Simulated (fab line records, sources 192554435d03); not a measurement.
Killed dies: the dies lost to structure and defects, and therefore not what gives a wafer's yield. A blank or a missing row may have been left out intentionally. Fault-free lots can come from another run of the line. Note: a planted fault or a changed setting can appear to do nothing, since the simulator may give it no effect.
Struck lot and sound lot, side by side    flow n5 finfet    15 steps out of a route of 1938
Sound: the wafers L632.1, L632.2, L632.4. The struck wafers were L640.1, L640.2, L640.4. Last of all comes the cause.
At each step with rows: each side's tool, then ch and its chambers, then its first start. Under that, the readings that differ: sound wafers    struck wafers    difference of the means    sigmas: that difference in standard deviations of wafers without a fault.
alike: readings with means less than 2 such deviations apart, plus words and numbers identical on both sides. not compared: withheld readings, readings lacking a value on some wafer, bounds such as >300 that could conceal the same value, and numbers that have no deviation in the record and whose values overlap.
The two part at a step that has a row with sigmas, a row that says differs or no value, or rows on one side only. Numbers that have no deviation but don't overlap get no sigmas and don't part them. A reading missing from all wafers of one side parts the sides only when that side holds two or more wafers.

first, 2 steps without rows for these wafers: N5_HKMG_FIN_COAT_66 (time 60 s, resist thk 300 nm); N5_HKMG_FIN_ETCH_67 (etches SOC in N2/H2, stops on TiN, target depth 388.9 nm).
N5_HKMG_FIN_STRIP_90: strips SOC in N2/H2, time 20 s.
  sound on rie diel-03 ch 0,1,2, day 5 02:31; struck on rie diel-03 ch 1,3, day 7 00:52
  alike: drypump motor current A, oes product au, rf vpp V, showerhead plenum p Torr, throttle valve pct
  not compared: rf hours counter h
then, 2 steps without rows for these wafers: N5_HKMG_FIN_WET_ETCH_73 (etches the open film in SC1, time 42.3 s, target depth 1.3 nm, rinse time 30 s); N5_HKMG_FIN_ETCHBACK_68 (etches the open film in Cl2/Ar, stops on HfO2, target depth 0.5 nm).
N5_HKMG_FIN_STRIP_69: strips in N2/H2, time 360 s.
  sound on plasma asher-01 ch 0,1, day 5 02:50; struck on plasma asher-02 ch 0,1, day 7 01:13
  alike: drypump motor current A, heater power w
  not compared: rf hours counter h
N5_HKMG_FIN_ALD_21: deposits TiN, target thk 1.5 nm, pulse time 1 s, purge time 3 s.
  sound on ald metal-03 ch 0,1,3, day 5 03:13; struck on ald metal-01 ch 1,2,3, day 7 01:35
  alike: heater power w, precursor pulse height rel
N5_HKMG_FIN_ALD_72: deposits W, target thk 2 nm, pulse time 1 s, purge time 2 s.
  sound on cvd w-02 ch 0,1, day 5 03:35; struck on cvd w-02 ch 0,1, day 7 01:57
  alike: heater power w, precursor pulse height rel
then, 3 steps without rows for these wafers: N5_HKMG_FIN_W_FILL_22 (material W, target thk 60 nm, time 18.2 s); N5_HKMG_FIN_PRECLEAN_83 (cleans in DIW, time 57.5 s); N5_HKMG_FIN_SRD_84 (dry time 32 s).
N5_HKMG_FIN_CMP_23: polishes, stops on SiNx, t overpolish 10 s, target thk 46.326 nm.
  sound on cmp-03 ch 0,1,2, day 5 03:52; struck on cmp-01 ch 1,2,3, day 7 02:07
  alike: edge zone pressure frac, head pressure psi, motor current A, overpolish run s, time to endpoint s
N5_HKMG_FIN_CMP_94: polishes, stops on SiNx, t overpolish 4.7 s, target thk 43.299 nm.
  sound on cmp-03 ch 0,1,2, day 5 04:20; struck on cmp-01 ch 1,2,3, day 7 02:36
reading                  sound              struck             difference  sigmas
head pressure psi (psi)  3.995 3.989 3.981  3.827 3.816 3.816  -0.169      -17
  alike: edge zone pressure frac, motor current A
-- the record jumps here: 4 days lie between the struck wafers' starts before and after (it left off in module HKMG_FIN and takes up again in module BEOL_M4, whose first step shown is number 1111 of the route) --
N5_BEOL_M4_RC_MEAS_101:
  sound on prober-02 ch 0, day 8 09:25; struck on prober-01 ch 0, day 11 03:37
  alike: DIBL_N, DIBL_P, IOFF_N, IOFF_P, ION_N, ION_P, SS_N, SS_P, VT_N, VT_P
-- here the record skips 5 days between the struck wafers' starts before and after, leaving off in module BEOL_M4 and picking up in module PASSIVATION (first step shown: number 1936 of the route) --
N5_PASSIVATION_PROBE_49:
  sound on prober-02, day 13 01:47; struck on prober-02, day 15 16:24
reading               sound           struck          difference  sigmas
sort_bin_8_speed (%)  0 0 3.5         0 0 0           -1          -4
sort n pass           1079 1060 1043  1097 1108 1092  +38         +2
sort yield pct (%)    91.4 89.8 88.4  93.0 93.9 92.5  +3.3        +2
  alike: defect limited yield, killed_at_M0_to_M3, killed_at_M4_up, killed at contacts, killed at front end, killed at other, killed dies, killed on rim, killed open, killed short, sort_bin_5_function, sort_bin_6_memory

## WHERE THEY PART
Last at N5_PASSIVATION_PROBE_49 as far as this record goes, first at N5_HKMG_FIN_CMP_94.

WHY: the cause the simulator had injected
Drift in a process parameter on cmp-01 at N5_HKMG_FIN_CMP_94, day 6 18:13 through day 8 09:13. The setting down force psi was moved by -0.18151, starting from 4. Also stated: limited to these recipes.
